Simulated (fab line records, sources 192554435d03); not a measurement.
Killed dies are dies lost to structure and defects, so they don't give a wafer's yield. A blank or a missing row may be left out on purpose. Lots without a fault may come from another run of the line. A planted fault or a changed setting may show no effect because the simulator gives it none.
One fault seen from 2 desks | flow n5_finfet | each desk has only its own numbers; what lay behind them comes last

THE METROLOGY DESK
What the gauges read, lot by lot, whatever tool the lot ran on: means of the sampled wafers that have a number. A lot is out of limits, marked OUT, if its mean lies more than 4 standard deviations from the usual mean; the brackets give that distance.
Columns: A = M10_THK at N5_BEOL_M10_THK_MEAS_53, usual 142.6 nm; B = M10_RS at N5_BEOL_M10_RS_MEAS_57, usual 0.151 ohm/sq
lot  | first seen here | A     | B
L541 | day 10 23:23    | 144.2 | 0.149
L548 | day 12 15:34    | 143.9 | 0.150
L554 | day 14 06:38    | 145.2 | 0.149
L553 | day 14 07:05    | 140.7 | 0.153
L560 | day 15 16:44    | 145.6 | 0.149
L561 | day 15 23:10    | 141.1 | 0.152
This desk's finding: nothing out of limits on any of the 6 lots.

THE TOOL OWNER'S DESK: pecvd-01
The tool's own readings at N5_BEOL_M10_DEP_56 (deposits SiCN from 3MS/NH3, target thk 15 nm, time 26.5 s): means of the sampled wafers that have a number, for each lot that ran on this tool. A lot is out of limits, marked OUT, if its mean lies more than 4 standard deviations from the usual mean; the brackets give that distance.
Columns: A = showerhead_plenum_p_Torr at N5_BEOL_M10_DEP_56, usual 3.657 Torr; B = throttle_valve_pct at N5_BEOL_M10_DEP_56, usual 9.1 %
lot  | first seen here | A     | B
L541 | day 10 23:27    | 3.653 | 8.6
L554 | day 14 06:41    | 3.654 | 8.9
L560 | day 15 16:47    | 3.656 | 8.8
This desk's finding: nothing out of limits on any of the 3 lots.

PUT TOGETHER
The metrology desk saw nothing out of limits.
The tool owner's desk saw nothing out of limits.

WHAT THE SIMULATOR HAD PUT IN
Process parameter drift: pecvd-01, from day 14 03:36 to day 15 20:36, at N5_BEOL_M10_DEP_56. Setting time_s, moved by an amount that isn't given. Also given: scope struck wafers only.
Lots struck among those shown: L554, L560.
